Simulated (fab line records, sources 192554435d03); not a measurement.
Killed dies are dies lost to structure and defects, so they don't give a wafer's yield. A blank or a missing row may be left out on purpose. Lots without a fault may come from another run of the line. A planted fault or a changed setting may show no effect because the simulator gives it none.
fab line records | flow n5_finfet
record lots=5 wafers=15 last_day=18
route steps=1938 shown BEOL_M3@1003 BEOL_M4@1021
lots that met no fault: from a run of the same line without faults
start_h: hours from the record's first day to the start of the lot's first wafer shown | wait_h: hours since the lot's step before | " the same as in the row above | L1.1+2: a row that stands for several wafers | - no value, or no start given | * or withheld: withheld | < > ~ a bound
route shown NAME@n: a module of which the file shows steps, and the number in the route of the first | usual: mean/standard deviation of fault-free wafers | same: alike in all rows | chamber/n: place in a boat | sites: the reading at each site | _std_site: their standard deviation | _edge_site: outer sites' mean less inner sites' | radius_mm: how far each site lies from the wafer's centre | mask NAME#n: copy n | behind: the tool/chamber that last shaped the wafer | hold: why the lot was held/for how many hours/how that ended | device: the transistor (n, p or np) that didn't switch | end of line: the same wafers' tests at the end of the route | a step without rows: its recipe alone | killed: dies lost to structure and defects at the first sort, not the wafer's yield | map: a wafer's dies, x killed, . not, _ none there
set.NAME: the setting as run; set.NAME@STEP: as run at that earlier step | model.NAME: the simulator's own value behind a step, which no gauge read
lots at some steps of the route; a table a step, a row a wafer
services: from which hour (start_h, from the record's first day; less than 0 if before it) a tool's chamber was out of use, for how many hours, and why
## steps
# step N5_BEOL_M3_ANNEAL_89
# recipe temp_c=400 time_s=240 ambient=vacuum
# usual heater_power_w=825/85
# columns lot.wafer tool chamber start_h wait_h heater_power_w
L077.1 pvd_sputter-02 - 170.10 0.0 753
L077.4 " - " " 837
L077.6 " - " " 747
L078.1 pvd_sputter-01 - 173.27 0.0 805
L078.5 " - " " 713
L078.6 " - " " 801
L084.2 pvd_sputter-03 - 215.69 0.0 840
L084.3 " - " " 1003
L084.4 " - " " 742
L097.1 pvd_sputter-02 - 286.20 0.0 741
L097.4 " - " " 854
L097.6 " - " " 764
L096.2 pvd_sputter-03 - 299.18 0.0 985
L096.4 " - " " 842
L096.6 " - " " 843
# step N5_BEOL_M3_SPUTTER_90
# recipe material=Cu target_thk_a=45 temp_c=-20 chamber_pressure_pa=0.07 power_w=withheld time_s=8.29
# usual substrate_temp_c=-20.01/0.1 throttle_valve_pct=29.6/1.1
# columns lot.wafer tool chamber start_h wait_h substrate_temp_c throttle_valve_pct
L077.1 pvd_sputter-02 - 170.24 0.1 -20.20 29.7
L077.4 " - " " -20.09 31.1
L077.6 " - " " -19.89 29.9
L078.1 pvd_sputter-01 - 173.41 0.1 -19.82 27.4
L078.5 " - " " -19.99 31.0
L078.6 " - " " -19.99 27.7
L084.2 pvd_sputter-03 - 215.83 0.1 -20.05 28.9
L084.3 " - " " -19.93 30.6
L084.4 " - " " -19.92 29.2
L097.1 pvd_sputter-02 - 286.34 0.1 -19.92 29.9
L097.4 " - " " -20.07 30.9
L097.6 " - " " -20.19 29.7
L096.2 pvd_sputter-03 - 299.32 0.1 -20.08 30.3
L096.4 " - " " -19.99 28.8
L096.6 " - " " -20.06 28.9
# step N5_BEOL_M3_ANNEAL_91
# recipe temp_c=400 time_s=240 ambient=vacuum
# usual heater_power_w=826/85
# columns lot.wafer tool chamber start_h wait_h heater_power_w
L077.1 pvd_sputter-02 - 170.32 0.0 754
L077.4 " - " " 824
L077.6 " - " " 730
L078.1 pvd_sputter-01 - 173.49 0.0 816
L078.5 " - " " 706
L078.6 " - " " 785
L084.2 pvd_sputter-03 - 215.91 0.0 823
L084.3 " - " " 968
L084.4 " - " " 739
L097.1 pvd_sputter-02 - 286.42 0.0 747
L097.4 " - " " 820
L097.6 " - " " 764
L096.2 pvd_sputter-03 - 299.40 0.0 1017
L096.4 " - " " 838
L096.6 " - " " 826
# step N5_BEOL_M3_SPUTTER_92
# recipe material=Cu target_thk_a=45 temp_c=-20 chamber_pressure_pa=0.07 power_w=withheld time_s=8.29
# usual substrate_temp_c=-20.00/0.1 throttle_valve_pct=29.6/1.1
# columns lot.wafer tool chamber start_h wait_h substrate_temp_c throttle_valve_pct
L077.1 pvd_sputter-02 - 170.46 0.1 -20.14 29.7
L077.4 " - " " -20.10 31.1
L077.6 " - " " -19.80 29.8
L078.1 pvd_sputter-01 - 173.63 0.1 -20.18 27.7
L078.5 " - " " -19.84 31.1
L078.6 " - " " -20.10 27.5
L084.2 pvd_sputter-03 - 216.05 0.1 -19.92 28.8
L084.3 " - " " -20.01 30.7
L084.4 " - " " -20.06 29.1
L097.1 pvd_sputter-02 - 286.56 0.1 -19.73 29.9
L097.4 " - " " -19.99 31.0
L097.6 " - " " -20.11 29.7
L096.2 pvd_sputter-03 - 299.54 0.1 -20.15 30.4
L096.4 " - " " -19.88 28.9
L096.6 " - " " -19.91 28.8
# step N5_BEOL_M3_ANNEAL_93
# recipe temp_c=400 time_s=240 ambient=vacuum
# usual heater_power_w=826/84
# columns lot.wafer tool chamber start_h wait_h heater_power_w
L077.1 pvd_sputter-02 - 170.54 0.0 773
L077.4 " - " " 839
L077.6 " - " " 740
L078.1 pvd_sputter-01 - 173.71 0.0 800
L078.5 " - " " 733
L078.6 " - " " 803
L084.2 pvd_sputter-03 - 216.13 0.0 856
L084.3 " - " " 988
L084.4 " - " " 743
L097.1 pvd_sputter-02 - 286.64 0.0 735
L097.4 " - " " 814
L097.6 " - " " 742
L096.2 pvd_sputter-03 - 299.62 0.0 989
L096.4 " - " " 845
L096.6 " - " " 856
# step N5_BEOL_M3_SPUTTER_94
# recipe material=Cu target_thk_a=45 temp_c=-20 chamber_pressure_pa=0.07 power_w=withheld time_s=8.29
# usual substrate_temp_c=-20.01/0.1 throttle_valve_pct=29.6/1.1
# columns lot.wafer tool chamber start_h wait_h substrate_temp_c throttle_valve_pct
L077.1 pvd_sputter-02 - 170.68 0.1 -19.86 29.8
L077.4 " - " " -20.06 30.8
L077.6 " - " " -19.79 30.2
L078.1 pvd_sputter-01 - 173.85 0.1 -20.08 27.7
L078.5 " - " " -20.06 30.9
L078.6 " - " " -19.81 27.6
L084.2 pvd_sputter-03 - 216.27 0.1 -20.05 28.6
L084.3 " - " " -20.02 30.7
L084.4 " - " " -20.13 29.3
L097.1 pvd_sputter-02 - 286.78 0.1 -20.00 29.9
L097.4 " - " " -20.09 31.1
L097.6 " - " " -19.90 29.6
L096.2 pvd_sputter-03 - 299.76 0.1 -20.04 30.3
L096.4 " - " " -20.09 29.0
L096.6 " - " " -20.08 28.8
# step N5_BEOL_M3_ANNEAL_95
# recipe temp_c=400 time_s=240 ambient=vacuum
# usual heater_power_w=826/83
# columns lot.wafer tool chamber start_h wait_h heater_power_w
L077.1 pvd_sputter-02 - 170.76 0.0 759
L077.4 " - " " 819
L077.6 " - " " 728
L078.1 pvd_sputter-01 - 173.93 0.0 834
L078.5 " - " " 754
L078.6 " - " " 796
L084.2 pvd_sputter-03 - 216.35 0.0 847
L084.3 " - " " 983
L084.4 " - " " 738
L097.1 pvd_sputter-02 - 286.86 0.0 753
L097.4 " - " " 819
L097.6 " - " " 767
L096.2 pvd_sputter-03 - 299.84 0.0 982
L096.4 " - " " 868
L096.6 " - " " 838
# step N5_BEOL_M3_SPUTTER_96
# recipe material=Cu target_thk_a=45 temp_c=-20 chamber_pressure_pa=0.07 power_w=withheld time_s=8.29
# usual substrate_temp_c=-19.99/0.1 throttle_valve_pct=29.6/1.1
# columns lot.wafer tool chamber start_h wait_h substrate_temp_c throttle_valve_pct
L077.1 pvd_sputter-02 - 170.90 0.1 -19.85 29.7
L077.4 " - " " -20.00 31.0
L077.6 " - " " -19.99 30.0
L078.1 pvd_sputter-01 - 174.07 0.1 -19.99 27.7
L078.5 " - " " -20.05 30.6
L078.6 " - " " -20.17 27.5
L084.2 pvd_sputter-03 - 216.49 0.1 -19.85 28.8
L084.3 " - " " -20.01 30.6
L084.4 " - " " -19.77 29.3
L097.1 pvd_sputter-02 - 287.00 0.1 -19.87 29.9
L097.4 " - " " -20.04 31.1
L097.6 " - " " -20.06 29.7
L096.2 pvd_sputter-03 - 299.98 0.1 -19.95 30.5
L096.4 " - " " -19.88 28.8
L096.6 " - " " -20.00 28.8
# step N5_BEOL_M3_ECD_50
# recipe material=Cu target_thk_a=3000
# columns lot.wafer tool chamber start_h wait_h
L077.1+4+6 ecd_cu-02 1,0,0 171.02 0.1
L078.1+5+6 ecd_cu-02 1,1,0 174.19 0.1
L084.2+3+4 ecd_cu-01 1,0,1 216.61 0.1
L097.1+4+6 ecd_cu-02 0,1,0 287.12 0.1
L096.2+4+6 ecd_cu-02 1,0,1 300.11 0.1
# step N5_BEOL_M3_ANNEAL_51
# recipe temp_c=225 time_s=90 ambient=N2
# usual wafer_temp_C_max=225.77/0.29
# columns lot.wafer tool chamber start_h wait_h wafer_temp_C_max
L077.1 rtp_anneal-02 0 171.10 0.1 225.70
L077.4 " 0 " " 225.90
L077.6 " 0 " " 225.83
L078.1 rtp_anneal-02 0 174.27 0.1 225.87
L078.5 " 0 " " 226.04
L078.6 " 0 " " 225.87
L084.2 rtp_anneal-02 0 216.79 0.2 225.75
L084.3 " 0 " " 225.88
L084.4 " 0 " " 225.99
L097.1 rtp_anneal-02 0 287.19 0.1 225.75
L097.4 " 0 " " 225.95
L097.6 " 0 " " 225.51
L096.2 rtp_anneal-02 0 300.29 0.2 225.46
L096.4 " 0 " " 225.60
L096.6 " 0 " " 225.89
# step N5_BEOL_M3_CMP_52
# recipe stop_on=SiOC t_overpolish_s=6.8 down_force_psi=1 platen_rpm=50 clearing_platen_down_force_psi=1.5 clearing_platen_rpm=50 post_cmp_clean=cu_alkaline target_thk_nm=40 clearing_platen_pad_velocity_m_s=0.99484 pad_velocity_m_s=0.99484
# usual barrier_field_endpoint_s=24.4/0.5 motor_current_A=6.1/0.63 overpolish_run_s=6.799/0.0091 platen_rpm=50.00/0.033 time_to_endpoint_s=62.0/2.3
# columns lot.wafer tool chamber start_h wait_h barrier_field_endpoint_s motor_current_A overpolish_run_s platen_rpm time_to_endpoint_s
L077.1 cmp-04 1 171.44 0.3 24.8 5.6 6.792 49.99 64.1
L077.4 " 2 " " 25.3 7.8 6.812 49.99 62.8
L077.6 " 0 " " 25.2 5.8 6.811 50.03 64.8
L078.1 cmp-03 1 174.56 0.3 24.3 6.5 6.793 49.95 61.4
L078.5 " 1 " " 24.5 6.8 6.812 49.93 62.7
L078.6 " 2 " " 24.7 5.8 6.806 49.99 59.3
L084.2 cmp-04 1 217.05 0.2 24.1 5.3 6.792 50.05 62.6
L084.4 " 2 " " 24.3 7.3 6.784 50.03 64.0
L084.3 " 0 " " 24.4 5.6 6.813 50.00 66.2
L097.1 cmp-04 2 287.49 0.3 24.3 7.6 6.800 49.98 59.5
L097.4 " 0 " " 24.7 5.5 6.784 49.98 61.4
L097.6 " 2 " " 24.1 7.2 6.796 50.03 62.6
L096.2 cmp-03 1 300.56 0.2 23.8 6.7 6.809 50.07 62.7
L096.4 " 3 " " 24.3 6.0 6.793 50.02 64.1
L096.6 " 1 " " 23.9 6.6 6.795 50.00 61.8
# step N5_BEOL_M3_THK_MEAS_53
# recipe thk_meas_gauge=xrf reads=Cu_of_BEOL_M3_ECD_50
# usual M3_THK=39.5/1.5
# columns lot.wafer tool chamber start_h wait_h M3_THK[nm]
L077.1 film_metro-01 - 171.69 - 37.8
L077.4 " - " " 39.2
L077.6 " - " " 40.0
L078.1 film_metro-02 - 174.86 - 37.2
L078.5 " - " " 38.9
L078.6 " - " " 36.8
L084.2 film_metro-02 - 217.34 - 42.2
L084.3 " - " " 40.8
L084.4 " - " " 39.8
L097.1 film_metro-02 - 287.78 - 39.1
L097.4 " - " " 40.8
L097.6 " - " " 40.6
L096.2 film_metro-01 - 300.85 - 38.5
L096.4 " - " " 42.6
L096.6 " - " " 40.1
# step N5_BEOL_M3_PRE_CLEAN_60
# recipe gas=NH3/H2 time_s=15 temp_c=* rf_power_w=300
# usual heater_power_outer_w=27/11 heater_power_w=99/22
# columns lot.wafer tool chamber start_h wait_h heater_power_outer_w heater_power_w
L077.1 cvd_co-02 0 171.73 0.0 42 109
L077.4 " 2 " " 39 135
L077.6 " 0 " " 42 113
L078.1 cvd_co-02 1 174.89 0.0 25 104
L078.5 " 1 " " 25 106
L078.6 " 0 " " 43 113
L084.2 cvd_co-01 0 217.38 0.0 13 65
L084.3 " 1 " " 25 87
L084.4 " 2 " " 13 84
L097.1 cvd_co-01 0 287.82 0.0 14 67
L097.4 " 0 " " 14 68
L097.6 " 1 " " 26 86
L096.2 cvd_co-02 0 300.92 0.1 43 109
L096.4 " 0 " " 42 113
L096.6 " 1 " " 26 104
# step N5_BEOL_M3_CO_CAP_55
# recipe material=Co target_thk_a=20 temp_c=200 precursor=CCTBA/H2 pressure_torr=30 time_s=102.1
# usual chamber_pressure_Torr=30.00/0.059 heater_power_outer_w=132/14 heater_power_w=253/27
# columns lot.wafer tool chamber start_h wait_h chamber_pressure_Torr heater_power_outer_w heater_power_w
L077.1 cvd_co-02 0 171.77 0.0 29.90 149 268
L077.4 " 2 " " 30.05 146 300
L077.6 " 0 " " 30.01 147 263
L078.1 cvd_co-02 1 174.93 0.0 29.99 128 257
L078.5 " 1 " " 29.95 129 256
L078.6 " 0 " " 30.12 148 263
L084.2 cvd_co-01 0 217.42 0.0 30.10 112 216
L084.3 " 1 " " 30.05 129 235
L084.4 " 2 " " 30.00 117 238
L097.1 cvd_co-01 0 287.86 0.0 30.02 117 217
L097.4 " 0 " " 29.98 110 215
L097.6 " 1 " " 30.03 131 244
L096.2 cvd_co-02 0 300.96 0.0 30.05 152 262
L096.4 " 0 " " 30.00 147 263
L096.6 " 1 " " 29.99 128 274
# step N5_BEOL_M3_PRE_CLEAN_56
# recipe gas=NH3 time_s=15 temp_c=withheld rf_power_w=300
# columns lot.wafer tool chamber start_h wait_h
L077.1+4+6 pecvd-04 0,1,2 171.86 0.1
L078.1+5+6 pecvd-02 1,2,0 175.03 0.1
L084.2+3+4 pecvd-02 2,1,1 217.51 0.1
L097.1+4+6 pecvd-01 0,1,0 287.95 0.1
L096.2+4+6 pecvd-01 0,0,2 301.05 0.1
# step N5_BEOL_M3_DEP_57
# recipe material=SiCN target_thk_a=80 temp_c=withheld precursor=3MS/NH3 pressure_torr=3 rf_w=202 time_s=14
# usual chamber_pressure_Torr=3.000/0.0066 showerhead_plenum_p_Torr=3.661/0.014 throttle_valve_pct=9.1/0.52
# columns lot.wafer tool chamber start_h wait_h chamber_pressure_Torr showerhead_plenum_p_Torr throttle_valve_pct
L077.1 pecvd-04 0 171.88 0.0 2.988 3.670 9.2
L077.4 " 1 " " 3.010 3.661 9.4
L077.6 " 2 " " 2.992 3.647 8.3
L078.1 pecvd-02 1 175.05 0.0 2.993 3.646 8.6
L078.5 " 2 " " 3.001 3.640 8.2
L078.6 " 0 " " 3.008 3.683 10.0
L084.2 pecvd-02 2 217.53 0.0 2.999 3.650 8.4
L084.3 " 1 " " 3.003 3.651 8.6
L084.4 " 1 " " 3.004 3.651 8.6
L097.1 pecvd-01 0 287.98 0.0 2.991 3.669 9.5
L097.4 " 1 " " 2.991 3.669 9.8
L097.6 " 0 " " 2.989 3.676 9.6
L096.2 pecvd-01 0 301.08 0.0 2.991 3.665 9.5
L096.4 " 0 " " 3.004 3.674 9.4
L096.6 " 2 " " 2.998 3.656 9.0
# step N5_BEOL_M3_RS_MEAS_58
# recipe thk_meas_gauge=four-point-probe reads=Co_of_BEOL_M3_CO_CAP_55+Cu_of_BEOL_M3_ECD_50+Co_of_BEOL_M3_CVD_47+TaN_of_BEOL_M3_ALD_84
# usual M3_RS=0.68/0.033
# columns lot.wafer tool chamber start_h wait_h M3_RS[ohm/sq]
L077.1 film_metro-02 - 171.95 0.0 0.71
L077.4 " - " " 0.68
L077.6 " - " " 0.66
L078.1 film_metro-01 - 175.12 0.0 0.73
L078.5 " - " " 0.69
L078.6 " - " " 0.75
L084.2 film_metro-01 - 217.60 0.1 0.63
L084.3 " - " " 0.66
L084.4 " - " " 0.68
L097.1 film_metro-02 - 288.05 0.0 0.68
L097.4 " - " " 0.65
L097.6 " - " " 0.66
L096.2 film_metro-02 - 301.15 0.1 0.69
L096.4 " - " " 0.61
L096.6 " - " " 0.66
# step N5_BEOL_M3_INSPECT_59
# recipe inspect_instrument=darkfield mode=post_dep
# usual raw_defect_count=72/24
# columns lot.wafer tool chamber start_h wait_h raw_defect_count
L077.1 defect_inspect-02 - 171.98 0.0 30
L077.4 " - " " 48
L077.6 " - " " 61
L078.1 defect_inspect-01 - 175.14 0.0 118
L078.5 " - " " 125
L078.6 " - " " 88
L084.2 defect_inspect-02 - 217.63 0.0 62
L084.3 " - " " 91
L084.4 " - " " 68
L097.1 defect_inspect-01 - 288.07 0.0 56
L097.4 " - " " 57
L097.6 " - " " 45
L096.2 defect_inspect-01 - 301.17 0.0 50
L096.4 " - " " 85
L096.6 " - " " 68
# step N5_BEOL_M4_ILD_DEP_00
# recipe material=SiOC target_thk_a=790 temp_c=350 precursor=DEMS/O2 pressure_torr=5 rf_w=500 time_s=15.3
# usual chamber_pressure_Torr=5.000/0.01 heater_power_outer_w=266/46 heater_power_w=486/83 showerhead_plenum_p_Torr=5.693/0.018 throttle_valve_pct=11.8/0.83
# columns lot.wafer tool chamber start_h wait_h chamber_pressure_Torr heater_power_outer_w heater_power_w showerhead_plenum_p_Torr throttle_valve_pct
L077.1 pecvd-04 2 172.01 0.0 5.036 290 500 5.662 11.3
L077.4 " 0 " " 4.997 248 448 5.716 11.9
L077.6 " 1 " " 4.996 228 439 5.697 12.3
L078.1 pecvd-04 2 175.18 0.0 4.988 286 487 5.673 10.9
L078.5 " 1 " " 5.009 262 489 5.689 12.7
L078.6 " 0 " " 4.988 308 510 5.695 11.9
L084.2 pecvd-03 0 217.66 0.0 4.999 216 442 5.721 12.7
L084.3 " 0 " " 4.994 217 446 5.719 13.1
L084.4 " 1 " " 4.995 368 740 5.701 10.7
L097.1 pecvd-02 2 288.11 0.0 5.001 173 352 5.677 11.4
L097.4 " 1 " " 5.011 257 437 5.690 11.7
L097.6 " 0 " " 5.000 210 421 5.717 13.0
L096.2 pecvd-02 1 301.21 0.0 4.991 201 373 5.674 11.4
L096.4 " 2 " " 4.994 191 376 5.671 11.4
L096.6 " 1 " " 4.988 213 380 5.673 11.7
# step N5_BEOL_M4_THK_MEAS_01
# recipe reads=SiOC_of_BEOL_M4_ILD_DEP_00
# usual M4_ILD_THK=78.9/0.82
# columns lot.wafer tool chamber start_h wait_h M4_ILD_THK[nm]
L077.1 film_metro-02 - 172.09 0.1 78.9
L077.4 " - " " 79.4
L077.6 " - " " 79.7
L078.1 film_metro-01 - 175.25 0.0 78.6
L078.5 " - " " 79.9
L078.6 " - " " 79.0
L084.2 film_metro-02 - 217.75 0.1 79.1
L084.3 " - " " 79.1
L084.4 " - " " 79.4
L097.1 film_metro-01 - 288.18 0.0 78.0
L097.4 " - " " 80.9
L097.6 " - " " 79.8
L096.2 film_metro-02 - 301.28 0.1 80.1
L096.4 " - " " 79.9
L096.6 " - " " 80.3
# step N5_BEOL_M4_PECVD_72
# recipe material=SiO2 target_thk_a=160 temp_c=400 precursor=TEOS/O2 pressure_torr=5.5 rf_w=450 teos_flow_sccm=53.8 gas=O2 flow_sccm=3000 time_s=18
# usual chamber_pressure_Torr=5.500/0.012 heater_power_outer_w=436/67 heater_power_w=727/120 showerhead_plenum_p_Torr=8.78/0.08 throttle_valve_pct=22.0/1.6
# columns lot.wafer tool chamber start_h wait_h chamber_pressure_Torr heater_power_outer_w heater_power_w showerhead_plenum_p_Torr throttle_valve_pct
L077.1 pecvd-03 1 172.13 0.0 5.500 578 1052 8.84 19.9
L077.4 " 0 " " 5.504 409 710 8.89 24.1
L077.6 " 1 " " 5.502 562 1070 8.84 19.6
L078.1 pecvd-03 1 175.29 0.0 5.486 505 967 8.85 20.2
L078.5 " 2 " " 5.494 472 702 8.70 23.0
L078.6 " 0 " " 5.525 419 745 8.91 24.0
L084.2 pecvd-02 2 217.78 0.0 5.508 306 534 8.66 21.0
L084.3 " 0 " " 5.524 390 686 8.85 24.2
L084.4 " 2 " " 5.521 294 538 8.68 21.2
L097.1 pecvd-03 2 288.21 0.0 5.492 548 815 8.73 19.9
L097.4 " 1 " " 5.507 558 1041 8.87 19.8
L097.6 " 0 " " 5.497 372 673 8.90 24.6
L096.2 pecvd-02 1 301.31 0.0 5.496 421 673 8.72 21.8
L096.4 " 0 " " 5.508 428 724 8.86 24.6
L096.6 " 1 " " 5.489 421 678 8.70 21.7
# step N5_BEOL_M4_HM_DEP_02
# recipe material=TiN target_thk_a=200 temp_c=25 chamber_pressure_pa=0.49996
# usual substrate_temp_c=24.98/0.12 throttle_valve_pct=29.6/1.1
# columns lot.wafer tool chamber start_h wait_h substrate_temp_c throttle_valve_pct
L077.1 pvd_sputter-02 - 172.19 0.0 25.13 29.8
L077.4 " - " " 25.16 29.9
L077.6 " - " " 24.97 29.3
L078.1 pvd_sputter-02 - 178.75 3.4 24.84 27.7
L078.5 " - " " 24.95 27.3
L078.6 " - " " 25.08 29.6
L084.2 pvd_sputter-03 - 217.84 0.0 25.01 28.7
L084.3 " - " " 24.80 31.0
L084.4 " - " " 24.87 29.1
L097.1 pvd_sputter-01 - 289.34 1.1 25.08 29.6
L097.4 " - " " 25.10 29.5
L097.6 " - " " 24.88 29.2
L096.2 pvd_sputter-01 - 303.16 1.8 24.83 29.7
L096.4 " - " " 25.20 27.7
L096.6 " - " " 24.94 29.7
# step N5_BEOL_M4_COAT_61
# recipe resist=SOC temp_c=250 time_s=60 spin_rpm=1500 resist_thk_nm=60
# columns lot.wafer tool chamber start_h wait_h
L077.1+4+6 litho_track-05 0 172.32 0.1
L078.1+5+6 litho_track-03 0 178.87 0.1
L084.2+3+4 litho_track-05 0 217.97 0.1
L097.1+4+6 litho_track-02 0 289.46 0.1
L096.2+4+6 litho_track-05 0 303.29 0.1
# step N5_BEOL_M4_COAT_62
# recipe resist=SiARC temp_c=220 time_s=60 spin_rpm=1500 resist_thk_nm=12
# columns lot.wafer tool chamber start_h wait_h
L077.1+4+6 litho_track-05 0 - -
L078.1+5+6 litho_track-03 0 - -
L084.2+3+4 litho_track-05 0 - -
L097.1+4+6 litho_track-02 0 - -
L096.2+4+6 litho_track-05 0 - -
# step N5_BEOL_M4_COAT_73
# recipe resist=underlayer temp_c=205 time_s=60 spin_rpm=1500 resist_thk_nm=5
# columns lot.wafer tool chamber start_h wait_h
L077.1+4+6 litho_track-05 0 - -
L078.1+5+6 litho_track-03 0 - -
L084.2+3+4 litho_track-05 0 - -
L097.1+4+6 litho_track-02 0 - -
L096.2+4+6 litho_track-05 0 - -
# step N5_BEOL_M4_COAT_05
# recipe resist=CAR-EUV spin_rpm=1500 resist_thk_nm=30
# columns lot.wafer tool chamber start_h wait_h
L077.1+4+6 litho_track-05 0 - -
L078.1+5+6 litho_track-03 0 - -
L084.2+3+4 litho_track-05 0 - -
L097.1+4+6 litho_track-02 0 - -
L096.2+4+6 litho_track-05 0 - -
# step N5_BEOL_M4_EBR_07
# recipe solvent=PGMEA ebr_width_mm=1.5
# columns lot.wafer tool chamber start_h wait_h
L077.1+4+6 litho_track-05 0 - -
L078.1+5+6 litho_track-03 0 - -
L084.2+3+4 litho_track-05 0 - -
L097.1+4+6 litho_track-02 0 - -
L096.2+4+6 litho_track-05 0 - -
# step N5_BEOL_M4_SOFTBAKE_06
# recipe temp_c=110 time_s=60 resist=CAR-EUV
# columns lot.wafer tool chamber start_h wait_h
L077.1+4+6 litho_track-05 0 - -
L078.1+5+6 litho_track-03 0 - -
L084.2+3+4 litho_track-05 0 - -
L097.1+4+6 litho_track-02 0 - -
L096.2+4+6 litho_track-05 0 - -
# step N5_BEOL_M4_EXPOSE_08
# recipe mask_id=M4 na=0.33 source_shape=dipole sigma_inner=0.369 sigma_outer=0.767 polarization=unpolarized dose_mj=41.25
# same na=0.33
# columns lot.wafer tool chamber start_h wait_h mask
L077.1+4+6 euv_scanner-01 0 172.45 - M4#0
L078.1+5+6 euv_scanner-02 0 179.14 - M4#0
L084.2+3+4 euv_scanner-02 0 218.32 - M4#0
L097.1+4+6 euv_scanner-01 0 289.72 - M4#0
L096.2+4+6 euv_scanner-01 0 303.43 - M4#0
# step N5_BEOL_M4_PEB_09
# recipe peb_temp_c=100 peb_time_s=60 resist=CAR-EUV
# columns lot.wafer tool chamber start_h wait_h
L077.1+4+6 litho_track-05 0 172.52 0.1
L078.1+5+6 litho_track-03 0 179.20 0.1
L084.2+3+4 litho_track-05 0 218.37 0.1
L097.1+4+6 litho_track-02 0 289.79 0.1
L096.2+4+6 litho_track-03 0 303.49 0.1
# step N5_BEOL_M4_DEVELOP_10
# recipe develop_time_s=30 developer=TMAH resist=CAR-EUV rinse_liquid=surfactant_rinse dry=air_spin dev_temp_c=23
# columns lot.wafer tool chamber start_h wait_h
L077.1+4+6 litho_track-05 0 - -
L078.1+5+6 litho_track-03 0 - -
L084.2+3+4 litho_track-05 0 - -
L097.1+4+6 litho_track-02 0 - -
L096.2+4+6 litho_track-03 0 - -
# step N5_BEOL_M4_CD_MEAS_11
# recipe target_cd_nm=16.79 landing_energy_ev=500 detector=se_inlens polarity=opening
# usual cd_nm=16.75/0.24
# columns lot.wafer tool chamber start_h wait_h cd_nm
L077.1 cd_sem-01 0 172.58 - 16.67
L077.4 " 0 " " 16.49
L077.6 " 0 " " 16.23
L078.1 cd_sem-02 0 179.27 - 16.80
L078.5 " 0 " " 16.97
L078.6 " 0 " " 16.73
L084.2 cd_sem-02 0 218.44 - 16.70
L084.3 " 0 " " 16.93
L084.4 " 0 " " 16.64
L097.1 cd_sem-01 0 289.86 - 16.62
L097.4 " 0 " " 16.86
L097.6 " 0 " " 16.40
L096.2 cd_sem-03 0 303.56 - 16.83
L096.4 " 0 " " 16.86
L096.6 " 0 " " 16.76
# step N5_BEOL_M4_OVL_MEAS_12
# recipe points_per_wafer=522
# usual M4_OVL=0.3/0.56
# columns lot.wafer tool chamber start_h wait_h M4_OVL[nm]
L077.1 overlay-01 0 172.61 0.0 0.7
L077.4 " 0 " " 0.2
L077.6 " 0 " " -0.1
L078.1 overlay-01 0 179.30 0.0 0.2
L078.5 " 0 " " 0.3
L078.6 " 0 " " -0.2
L084.2 overlay-02 0 218.48 0.0 0.7
L084.3 " 0 " " 0.2
L084.4 " 0 " " 0.1
L097.1 overlay-01 0 289.89 0.0 -0.6
L097.4 " 0 " " 0.1
L097.6 " 0 " " -0.2
L096.2 overlay-01 0 303.59 0.0 0.2
L096.4 " 0 " " 0.5
L096.6 " 0 " " 0.3
# step N5_BEOL_M4_INSPECT_13
# recipe mode=adi inspect_instrument=brightfield
# usual raw_defect_count=392/85
# columns lot.wafer tool chamber start_h wait_h raw_defect_count
L077.1 defect_inspect-02 - 172.67 0.1 245
L077.4 " - " " 220
L077.6 " - " " 300
L078.1 defect_inspect-02 - 179.36 0.1 389
L078.5 " - " " 488
L078.6 " - " " 401
L084.2 defect_inspect-02 - 218.53 0.0 319
L084.3 " - " " 406
L084.4 " - " " 398
L097.1 defect_inspect-01 - 289.94 0.1 308
L097.4 " - " " 261
L097.6 " - " " 403
L096.2 defect_inspect-02 - 303.65 0.1 328
L096.4 " - " " 368
L096.6 " - " " 398
# step N5_BEOL_M4_DESCUM_16
# recipe chemistry=O2 time_s=7 source_power_w=50 bias_power_w=20 pressure_mtorr=20 rf_frequency_hz=2.712e+07 temp_c=40 resist=CAR-EUV o2_flow_sccm=225
# usual drypump_motor_current_A=6.0/0.38 oes_product_au=0.81/0.084 rf_vpp_V=243.0/1.1 showerhead_plenum_p_Torr=2.09/0.052 throttle_valve_pct=20.48/0.26
# columns lot.wafer tool chamber start_h wait_h drypump_motor_current_A oes_product_au rf_hours_counter_h rf_vpp_V showerhead_plenum_p_Torr throttle_valve_pct
L077.1 rie_diel-03 1 172.71 0.0 6.5 0.94 8 242.7 2.05 20.58
L077.4 " 0 " " 5.8 0.85 63 243.3 2.12 20.61
L077.6 " 0 " " 5.7 0.85 - 244.1 2.12 20.64
L078.1 rie_diel-05 3 179.39 0.0 6.2 0.71 210 242.8 2.16 20.80
L078.5 " 0 " " 6.1 0.84 - 241.5 2.03 20.14
L078.6 " 2 " " 6.3 0.81 - 241.8 2.03 20.18
L084.2 rie_diel-03 0 218.56 0.0 5.8 0.83 80 244.1 2.11 20.65
L084.3 " 2 " " 5.5 0.68 241 244.4 2.14 20.90
L084.4 " 1 " " 6.5 0.89 24 241.2 2.05 20.61
L097.1 rie_diel-03 3 289.98 0.0 6.4 0.77 153 242.4 2.09 20.36
L097.4 " 1 " " 6.5 0.84 54 244.0 2.04 20.65
L097.6 " 0 " " 5.8 0.80 - 244.3 2.10 20.70
L096.2 rie_diel-04 2 303.79 0.1 5.3 0.86 51 243.0 2.03 20.02
L096.4 " 2 " " 5.3 0.87 - 243.0 2.03 20.01
L096.6 " 3 " " 6.3 0.87 - 244.2 2.23 20.57
## services
# columns tool chamber start_h hours kind
euv_scanner-01 - 149.82 1.0 pm
pecvd-01 - 160.29 28.1 pm
cmp-03 - 162.10 0.6 repair
euv_scanner-02 - 162.24 1.0 pm
cmp-04 - 164.33 7.0 pm
rie_diel-03 1 165.50 5.0 repair
ecd_cu-02 - 206.69 0.8 repair
cmp-03 - 207.95 6.7 pm
euv_scanner-01 - 209.69 0.2 repair
euv_scanner-01 - 210.00 1.0 pm
euv_scanner-02 - 211.03 4.6 pm
cmp-04 - 213.35 0.6 repair
euv_scanner-01 - 215.63 4.6 pm
euv_scanner-02 - 220.23 1.0 pm
pecvd-04 - 221.49 0.8 repair
pecvd-04 - 225.70 4.3 pm
euv_scanner-02 - 242.27 17.3 pm
cmp-03 - 253.17 1.7 repair
euv_scanner-01 - 262.12 1.0 pm
euv_scanner-02 - 274.54 1.0 pm
pvd_sputter-01 - 281.97 1.4 repair
rie_diel-03 2 282.26 6.2 repair
cvd_co-02 1 290.74 2.7 repair
cmp-04 - 294.42 4.0 pm
## key
fault none
